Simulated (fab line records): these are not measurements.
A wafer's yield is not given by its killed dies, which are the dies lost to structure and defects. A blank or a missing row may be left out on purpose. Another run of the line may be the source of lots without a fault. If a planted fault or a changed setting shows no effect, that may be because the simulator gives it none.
One fault seen from 2 desks + flow nand_harc + each desk has only its own numbers; what lay behind them comes last

## FROM THE METROLOGY DESK
Lot by lot, what the gauges showed, no matter which tool ran the lot: averages of those sampled wafers that carry a number. The brackets show how far a lot's mean lies from the usual mean; more than 4 standard deviations puts the lot out of limits, marked OUT.
Columns: A = cd_nm at NHARC_THIN_TSV_CD_MEAS_33, usual 5000.6 nm
| lot  | first seen here | A      |
|------|-----------------|--------|
| L257 | day 23 22:31    | 5002.8 |
| L259 | day 24 09:40    | 5000.6 |
| L258 | day 24 10:57    | 5000.6 |
| L260 | day 25 08:47    | 5000.2 |
| L261 | day 25 23:38    | 4998.8 |
| L264 | day 27 08:47    | 4998.7 |
| L269 | day 30 01:21    | 4998.2 |
| L272 | day 30 02:31    | 5002.0 |
| L271 | day 30 03:59    | 4999.9 |
| L275 | day 31 07:38    | 4999.8 |
| L276 | day 32 09:57    | 5002.1 |
| L278 | day 32 18:49    | 4999.2 |
| L280 | day 34 19:59    | 4998.6 |
Finding of this desk: none of the 13 lots has anything out of limits.

## DESK OF THE TOOL OWNER: ald_metal-04
The tool's own readings at NHARC_P_CONTACT_ALD_22 (deposits TiN, target thk 3 nm, pulse time 1 s, ald cycles 150): means of the sampled wafers that have a number, for each lot that ran on this tool. The brackets show how far a lot's mean lies from the usual mean; more than 4 standard deviations puts the lot out of limits, marked OUT.
Columns: A = heater_power_w at NHARC_P_CONTACT_ALD_22, usual 1077 W; B = precursor_pulse_height_rel at NHARC_P_CONTACT_ALD_22, usual 1.002
| lot  | first seen here | A    | B     |
|------|-----------------|------|-------|
| L257 | day 6 08:18     | 1006 | 1.006 |
| L259 | day 6 16:13     | 1022 | 0.979 |
| L261 | day 7 16:30     | 1042 | 0.997 |
| L264 | day 8 21:47     | 903  | 1.007 |
| L269 | day 11 03:17    | 1043 | 1.002 |
| L271 | day 12 02:22    | 1083 | 0.984 |
| L280 | day 15 17:25    | 1039 | 0.994 |
Finding of this desk: none of the 7 lots has anything out of limits.

## BROUGHT TOGETHER
At the metrology desk, nothing out of limits was observed.
The tool owner's desk saw nothing out of limits.

## WHAT THE SIMULATOR HAD INSERTED
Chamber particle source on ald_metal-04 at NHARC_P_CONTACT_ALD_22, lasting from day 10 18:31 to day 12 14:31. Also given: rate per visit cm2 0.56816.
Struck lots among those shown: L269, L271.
